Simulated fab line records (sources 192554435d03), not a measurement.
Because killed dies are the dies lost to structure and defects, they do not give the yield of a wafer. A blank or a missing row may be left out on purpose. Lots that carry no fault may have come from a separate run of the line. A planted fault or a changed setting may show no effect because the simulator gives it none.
fab line records + flow n5-finfet + part 2 of 2: steps 5 to 6 of 6
[record]
- lots = 24
- wafers = 72
- last-day = 19
route steps=1938 shown SD_EPI_P@308 SDB@361 HKMG_FIN@400 GATE_CUT@466
lots untouched by any fault: they come from a run of this same line in which no faults occurred
start-h: start of the lot's first displayed wafer, in hours after the record's first day + wait-h: hours from the lot's prior step to this one + " same as the row above + L1.1+2: one row covering several wafers at once + - no value, or no start given + * or withheld: withheld + < > ~ a bound
route shown NAME@n: names a module that has steps shown in the file, with the first one's number in the route + usual: mean and standard deviation over wafers with no fault + same: alike in all rows + chamber/n: place in a boat + sites: each site's reading + _std_site: standard deviation of those values + _edge_site: outer sites' mean less inner sites' + radius-mm: how far each site lies from the wafer's centre + mask NAME#n: copy n + behind: the tool/chamber that last shaped the wafer + hold: what put the lot on hold/how long, in hours/how the hold closed + device: names the non-switching transistor (n, p or np) + end of line: tests run on the same wafers once the route is complete + where a step has no rows: the recipe by itself + killed: count of dies lost to structure and defects at first sort (not the wafer's yield) + map: shows each die of a wafer: x if killed, . if not, _ if none is there
set.NAME: the run value of the setting; set.NAME@STEP: its run value at that earlier step + model.NAME: the simulator's own value behind a step, which no gauge read
a sample of lots followed through the steps of the route, with each step as a table and each wafer as a row
services: when a tool's chamber went out of use (start-h, in hours from the record's first day, below 0 if earlier), for how many hours, and the reason
[[steps]]
[step N5_HKMG_FIN_STRIP_69]
[recipe]
- chemistry = N2/H2
- power-w = 2500
- temp-c = 300
- h2-frac = 0.65
- time-s = 360
- pressure-mtorr = withheld
- n2-flow-sccm = 1750
- h2-flow-sccm = 3250
[usual]
- drypump-motor-current-A = 5.35/0.25
- heater-power-w = 488/22
| lot.wafer | tool            | chamber | start-h | wait-h | drypump-motor-current-A | heater-power-w | rf-hours-counter-h |
|-----------|-----------------|---------|---------|--------|-------------------------|----------------|--------------------|
| L074.1    | plasma-asher-02 | 0       | 79.58   | 0.2    | 5.22                    | 472            | 34                 |
| L074.2    | "               | 1       | "       | "      | 5.51                    | 499            | 34                 |
| L074.3    | "               | 0       | "       | "      | 5.23                    | 482            | -                  |
| L075.1    | plasma-asher-02 | 0       | 85.24   | 0.1    | 5.21                    | 466            | 35                 |
| L075.4    | "               | 1       | "       | "      | 5.52                    | 513            | -                  |
| L075.5    | "               | 0       | "       | "      | 5.21                    | 475            | -                  |
| L076.1    | plasma-asher-01 | 0       | 89.07   | 0.1    | 5.00                    | 476            | 89                 |
| L076.5    | "               | 1       | "       | "      | 5.65                    | 507            | -                  |
| L076.6    | "               | 0       | "       | "      | 5.00                    | 452            | -                  |
| L077.2    | plasma-asher-01 | 0       | 96.19   | 0.1    | 5.01                    | 463            | 90                 |
| L077.3    | "               | 0       | "       | "      | 5.04                    | 470            | -                  |
| L077.6    | "               | 1       | "       | "      | 5.64                    | 509            | -                  |
| L078.2    | plasma-asher-02 | 1       | 103.50  | 0.1    | 5.51                    | 500            | 39                 |
| L078.5    | "               | 1       | "       | "      | 5.50                    | 506            | -                  |
| L078.6    | "               | 0       | "       | "      | 5.21                    | 478            | -                  |
| L079.3    | plasma-asher-01 | 0       | 110.14  | 0.2    | 5.01                    | 464            | -                  |
| L079.4    | "               | 1       | "       | "      | 5.66                    | 531            | -                  |
| L079.6    | "               | 1       | "       | "      | 5.69                    | 520            | -                  |
| L080.1    | plasma-asher-01 | 1       | 113.41  | 0.1    | 5.68                    | 497            | 93                 |
| L080.2    | "               | 0       | "       | "      | 5.03                    | 457            | 93                 |
| L080.6    | "               | 0       | "       | "      | 5.03                    | 463            | -                  |
| L081.1    | plasma-asher-01 | 0       | 124.70  | 0.1    | 5.00                    | 464            | 96                 |
| L081.3    | "               | 0       | "       | "      | 5.01                    | 460            | -                  |
| L081.6    | "               | 1       | "       | "      | 5.64                    | 507            | -                  |
| L082.1    | plasma-asher-01 | 0       | 128.21  | 0.1    | 4.98                    | 470            | 96                 |
| L082.2    | "               | 1       | "       | "      | 5.66                    | 512            | 96                 |
| L082.6    | "               | 1       | "       | "      | 5.63                    | 516            | -                  |
| L083.1    | plasma-asher-02 | 0       | 136.74  | 0.1    | 5.17                    | 483            | 45                 |
| L083.3    | "               | 1       | "       | "      | 5.53                    | 500            | -                  |
| L083.5    | "               | 0       | "       | "      | 5.21                    | 487            | -                  |
| L084.1    | plasma-asher-02 | 1       | 139.54  | 0.1    | 5.51                    | 506            | 46                 |
| L084.2    | "               | 0       | "       | "      | 5.21                    | 486            | 46                 |
| L084.5    | "               | 1       | "       | "      | 5.51                    | 508            | -                  |
| L085.1    | plasma-asher-01 | 0       | 151.05  | 0.1    | 5.02                    | 470            | 100                |
| L085.2    | "               | 1       | "       | "      | 5.63                    | 536            | 100                |
| L085.6    | "               | 0       | "       | "      | 5.02                    | 459            | -                  |
| L086.1    | plasma-asher-01 | 1       | 154.59  | 0.1    | 5.64                    | 501            | 101                |
| L086.4    | "               | 1       | "       | "      | 5.65                    | 516            | -                  |
| L086.5    | "               | 1       | "       | "      | 5.68                    | 523            | -                  |
| L087.1    | plasma-asher-01 | 0       | 161.13  | 0.1    | 5.04                    | 464            | 102                |
| L087.5    | "               | 0       | "       | "      | 5.00                    | 455            | -                  |
| L087.6    | "               | 1       | "       | "      | 5.61                    | 524            | -                  |
| L088.1    | plasma-asher-02 | 0       | 161.97  | 0.1    | 5.22                    | 468            | 51                 |
| L088.2    | "               | 1       | "       | "      | 5.50                    | 506            | 51                 |
| L088.5    | "               | 0       | "       | "      | 5.23                    | 471            | -                  |
| L089.1    | plasma-asher-02 | 1       | 167.98  | 0.1    | 5.51                    | 498            | 52                 |
| L089.2    | "               | 0       | "       | "      | 5.21                    | 479            | 52                 |
| L089.5    | "               | 0       | "       | "      | 5.19                    | 480            | -                  |
| L090.1    | plasma-asher-02 | 0       | 172.00  | 0.1    | 5.22                    | 478            | 53                 |
| L090.4    | "               | 1       | "       | "      | 5.52                    | 511            | -                  |
| L090.5    | "               | 0       | "       | "      | 5.22                    | 478            | -                  |
| L091.3    | plasma-asher-01 | 0       | 180.71  | 0.2    | 4.98                    | 454            | -                  |
| L091.4    | "               | 1       | "       | "      | 5.65                    | 499            | -                  |
| L091.5    | "               | 1       | "       | "      | 5.63                    | 518            | -                  |
| L092.1    | plasma-asher-02 | 1       | 183.86  | 0.1    | 5.50                    | 512            | 55                 |
| L092.3    | "               | 0       | "       | "      | 5.21                    | 475            | -                  |
| L092.5    | "               | 1       | "       | "      | 5.50                    | 496            | -                  |
| L093.3    | plasma-asher-01 | 0       | 190.53  | 0.2    | 5.02                    | 450            | -                  |
| L093.5    | "               | 0       | "       | "      | 5.00                    | 469            | -                  |
| L093.6    | "               | 1       | "       | "      | 5.67                    | 520            | -                  |
| L094.1    | plasma-asher-01 | 0       | 198.46  | 0.1    | 5.00                    | 470            | 111                |
| L094.2    | "               | 1       | "       | "      | 5.59                    | 512            | 111                |
| L094.4    | "               | 1       | "       | "      | 5.66                    | 514            | -                  |
| L095.2    | plasma-asher-02 | 0       | 203.23  | 0.1    | 5.24                    | 474            | 59                 |
| L095.5    | "               | 1       | "       | "      | 5.52                    | 493            | -                  |
| L095.6    | "               | 0       | "       | "      | 5.23                    | 468            | -                  |
| L096.1    | plasma-asher-02 | 1       | 207.41  | 0.1    | 5.51                    | 491            | 60                 |
| L096.2    | "               | 0       | "       | "      | 5.24                    | 472            | 60                 |
| L096.3    | "               | 0       | "       | "      | 5.21                    | 476            | -                  |
| L097.2    | plasma-asher-02 | 0       | 215.01  | 0.2    | 5.24                    | 474            | 61                 |
| L097.4    | "               | 1       | "       | "      | 5.51                    | 497            | -                  |
| L097.6    | "               | 1       | "       | "      | 5.51                    | 508            | -                  |
[step N5_GATE_CUT_ETCH_56]
[recipe]
- chemistry = Cl2/Ar
- target = TiN
- target-depth-a = 216
- pressure-mtorr = 10
- icp-w = 600
- bias-w = 60
- Cl2_flow_sccm = 40
- Ar_flow_sccm = 60
[usual]
- drypump-motor-current-A = 5.6/0.43
- oes-product-au = 0.77/0.092
- throttle-valve-pct = 20.93/0.24
| lot.wafer | tool         | chamber | start-h | wait-h | drypump-motor-current-A | oes-product-au | rf-hours-counter-h | throttle-valve-pct |
|-----------|--------------|---------|---------|--------|-------------------------|----------------|--------------------|--------------------|
| L074.1    | rie-metal-02 | 0       | 81.36   | 0.1    | 5.4                     | 0.72           | 78                 | 20.73              |
| L074.2    | "            | 1       | "       | "      | 5.1                     | 0.80           | 33                 | 21.17              |
| L074.3    | "            | 0       | "       | "      | 5.4                     | 0.71           | -                  | 20.76              |
| L075.1    | rie-metal-03 | 0       | 87.15   | 0.2    | 6.3                     | 0.87           | 16                 | 20.76              |
| L075.4    | "            | 0       | "       | "      | 6.3                     | 0.87           | -                  | 20.74              |
| L075.5    | "            | 0       | "       | "      | 6.2                     | 0.87           | -                  | 20.74              |
| L076.1    | rie-metal-03 | 0       | 90.97   | 0.2    | 6.2                     | 0.87           | 16                 | 20.75              |
| L076.5    | "            | 0       | "       | "      | 6.3                     | 0.86           | -                  | 20.77              |
| L076.6    | "            | 0       | "       | "      | 6.3                     | 0.85           | -                  | 20.74              |
| L077.2    | rie-metal-01 | 1       | 97.99   | 0.1    | 5.5                     | 0.65           | 95                 | 21.36              |
| L077.3    | "            | 0       | "       | "      | 6.0                     | 0.72           | -                  | 20.83              |
| L077.6    | "            | 0       | "       | "      | 6.0                     | 0.71           | -                  | 20.82              |
| L078.2    | rie-metal-03 | 0       | 105.29  | 0.1    | 6.2                     | 0.85           | 19                 | 20.73              |
| L078.5    | "            | 0       | "       | "      | 6.3                     | 0.85           | -                  | 20.75              |
| L078.6    | "            | 1       | "       | "      | 5.3                     | 0.94           | -                  | 20.75              |
| L079.3    | rie-metal-02 | 0       | 111.83  | 0.1    | 5.4                     | 0.71           | -                  | 20.76              |
| L079.4    | "            | 1       | "       | "      | 5.1                     | 0.78           | -                  | 21.19              |
| L079.6    | "            | 0       | "       | "      | 5.4                     | 0.72           | -                  | 20.75              |
| L080.1    | rie-metal-01 | 1       | 115.28  | 0.1    | 5.5                     | 0.65           | 96                 | 21.36              |
| L080.2    | "            | 0       | "       | "      | 6.0                     | 0.71           | 79                 | 20.83              |
| L080.6    | "            | 1       | "       | "      | 5.5                     | 0.64           | -                  | 21.36              |
| L081.1    | rie-metal-02 | 0       | 126.48  | 0.1    | 5.4                     | 0.71           | 83                 | 20.75              |
| L081.3    | "            | 1       | "       | "      | 5.1                     | 0.78           | -                  | 21.17              |
| L081.6    | "            | 0       | "       | "      | 5.3                     | 0.71           | -                  | 20.77              |
| L082.1    | rie-metal-03 | 0       | 129.99  | 0.1    | 6.3                     | 0.85           | 20                 | 20.76              |
| L082.2    | "            | 1       | "       | "      | 5.3                     | 0.94           | 3                  | 20.75              |
| L082.6    | "            | 0       | "       | "      | 6.3                     | 0.85           | -                  | 20.77              |
| L083.1    | rie-metal-03 | 1       | 138.52  | 0.1    | 5.3                     | 0.92           | 4                  | 20.74              |
| L083.3    | "            | 0       | "       | "      | 6.3                     | 0.85           | -                  | 20.77              |
| L083.5    | "            | 0       | "       | "      | 6.3                     | 0.84           | -                  | 20.76              |
| L084.1    | rie-metal-01 | 0       | 141.33  | 0.1    | 6.0                     | 0.70           | 81                 | 20.85              |
| L084.2    | "            | 1       | "       | "      | 5.5                     | 0.64           | 99                 | 21.35              |
| L084.5    | "            | 1       | "       | "      | 5.5                     | 0.63           | -                  | 21.38              |
| L085.1    | rie-metal-03 | 0       | 152.84  | 0.1    | 6.3                     | 0.83           | 22                 | 20.77              |
| L085.2    | "            | 1       | "       | "      | 5.3                     | 0.90           | 6                  | 20.76              |
| L085.6    | "            | 0       | "       | "      | 6.3                     | 0.83           | -                  | 20.78              |
| L086.1    | rie-metal-02 | 0       | 156.37  | 0.1    | 5.4                     | 0.71           | 86                 | 20.75              |
| L086.4    | "            | 0       | "       | "      | 5.4                     | 0.70           | -                  | 20.77              |
| L086.5    | "            | 1       | "       | "      | 5.1                     | 0.78           | -                  | 21.19              |
| L087.1    | rie-metal-01 | 0       | 163.00  | 0.1    | 6.0                     | 0.70           | 83                 | 20.86              |
| L087.5    | "            | 1       | "       | "      | 5.5                     | 0.64           | -                  | 21.37              |
| L087.6    | "            | 0       | "       | "      | 6.0                     | 0.69           | -                  | 20.82              |
| L088.1    | rie-metal-03 | 0       | 163.75  | 0.1    | 6.3                     | 0.82           | 24                 | 20.80              |
| L088.2    | "            | 1       | "       | "      | 5.3                     | 0.90           | 7                  | 20.73              |
| L088.5    | "            | 1       | "       | "      | 5.3                     | 0.91           | -                  | 20.77              |
| L089.1    | rie-metal-02 | 1       | 169.76  | 0.1    | 5.1                     | 0.78           | 42                 | 21.19              |
| L089.2    | "            | 0       | "       | "      | 5.4                     | 0.70           | 87                 | 20.77              |
| L089.5    | "            | 0       | "       | "      | 5.4                     | 0.70           | -                  | 20.76              |
| L090.1    | rie-metal-03 | 0       | 173.87  | 0.1    | 6.3                     | 0.83           | 24                 | 20.78              |
| L090.4    | "            | 1       | "       | "      | 5.3                     | 0.89           | -                  | 20.77              |
| L090.5    | "            | 1       | "       | "      | 5.3                     | 0.89           | -                  | 20.77              |
| L091.3    | rie-metal-02 | 1       | 182.49  | 0.1    | 5.1                     | 0.76           | -                  | 21.21              |
| L091.4    | "            | 0       | "       | "      | 5.4                     | 0.70           | -                  | 20.77              |
| L091.5    | "            | 0       | "       | "      | 5.4                     | 0.69           | -                  | 20.79              |
| L092.1    | rie-metal-01 | 1       | 185.79  | 0.1    | 5.5                     | 0.63           | 102                | 21.39              |
| L092.3    | "            | 1       | "       | "      | 5.5                     | 0.63           | -                  | 21.38              |
| L092.5    | "            | 0       | "       | "      | 6.0                     | 0.69           | -                  | 20.85              |
| L093.3    | rie-metal-01 | 0       | 192.24  | 0.1    | 6.0                     | 0.70           | -                  | 20.85              |
| L093.5    | "            | 0       | "       | "      | 6.0                     | 0.69           | -                  | 20.84              |
| L093.6    | "            | 1       | "       | "      | 5.5                     | 0.63           | -                  | 21.38              |
| L094.1    | rie-metal-02 | 1       | 200.42  | 0.1    | 5.1                     | 0.77           | 45                 | 21.22              |
| L094.2    | "            | 0       | "       | "      | 5.4                     | 0.70           | 90                 | 20.77              |
| L094.4    | "            | 0       | "       | "      | 5.4                     | 0.71           | -                  | 20.77              |
| L095.2    | rie-metal-02 | 0       | 205.02  | 0.1    | 5.4                     | 0.70           | 90                 | 20.78              |
| L095.5    | "            | 0       | "       | "      | 5.4                     | 0.70           | -                  | 20.78              |
| L095.6    | "            | 1       | "       | "      | 5.1                     | 0.76           | -                  | 21.20              |
| L096.1    | rie-metal-03 | 1       | 209.20  | 0.1    | 5.3                     | 0.88           | 10                 | 20.77              |
| L096.2    | "            | 0       | "       | "      | 6.3                     | 0.82           | 26                 | 20.79              |
| L096.3    | "            | 1       | "       | "      | 5.3                     | 0.87           | -                  | 20.77              |
| L097.2    | rie-metal-01 | 1       | 216.79  | 0.1    | 5.5                     | 0.63           | 105                | 21.38              |
| L097.4    | "            | 1       | "       | "      | 5.5                     | 0.63           | -                  | 21.38              |
| L097.6    | "            | 1       | "       | "      | 5.5                     | 0.64           | -                  | 21.38              |
[[services]]
| tool            | chamber | start-h | hours | kind                          |
|-----------------|---------|---------|-------|-------------------------------|
| rie-diel-05     | 3       | 33.07   | 9.2   | repair                        |
| rie-metal-01    | 0       | 33.55   | 3.3   | repair                        |
| plasma-asher-02 | -       | 35.36   | 14.6  | pm                            |
| rie-metal-02    | -       | 52.19   | 28.1  | pm                            |
| rie-diel-02     | 0       | 52.92   | -     | clean                         |
| rie-diel-02     | 0       | 52.92   | -     | consumable-replace:focus-ring |
| rie-diel-02     | 0       | 52.92   | -     | consumable-replace:showerhead |
| rie-diel-05     | 2       | 60.80   | 8.2   | repair                        |
| plasma-asher-01 | -       | 66.22   | 1.2   | repair                        |
| rie-diel-02     | -       | 85.35   | 0.4   | repair                        |
| rie-diel-03     | 3       | 91.98   | 1.4   | repair                        |
| rie-metal-01    | -       | 94.29   | 1.1   | repair                        |
| rie-diel-03     | -       | 110.52  | 4.3   | pm                            |
| rie-diel-02     | 2       | 113.74  | 6.6   | repair                        |
| rie-diel-03     | 0       | 122.22  | 3.0   | repair                        |
| rie-diel-03     | 0       | 125.87  | 9.6   | repair                        |
| rie-diel-01     | 0       | 135.30  | 1.6   | repair                        |
| rie-metal-03    | 0       | 144.49  | 3.8   | repair                        |
| rie-diel-06     | 2       | 146.56  | 6.0   | repair                        |
| rie-diel-03     | 2       | 152.31  | 9.3   | repair                        |
| rie-diel-03     | 1       | 174.66  | 6.3   | repair                        |
| rie-metal-03    | -       | 195.67  | 0.3   | repair                        |
| rie-metal-02    | 0       | 208.70  | 9.6   | repair                        |
| rie-diel-01     | 0       | 210.39  | 10.2  | repair                        |
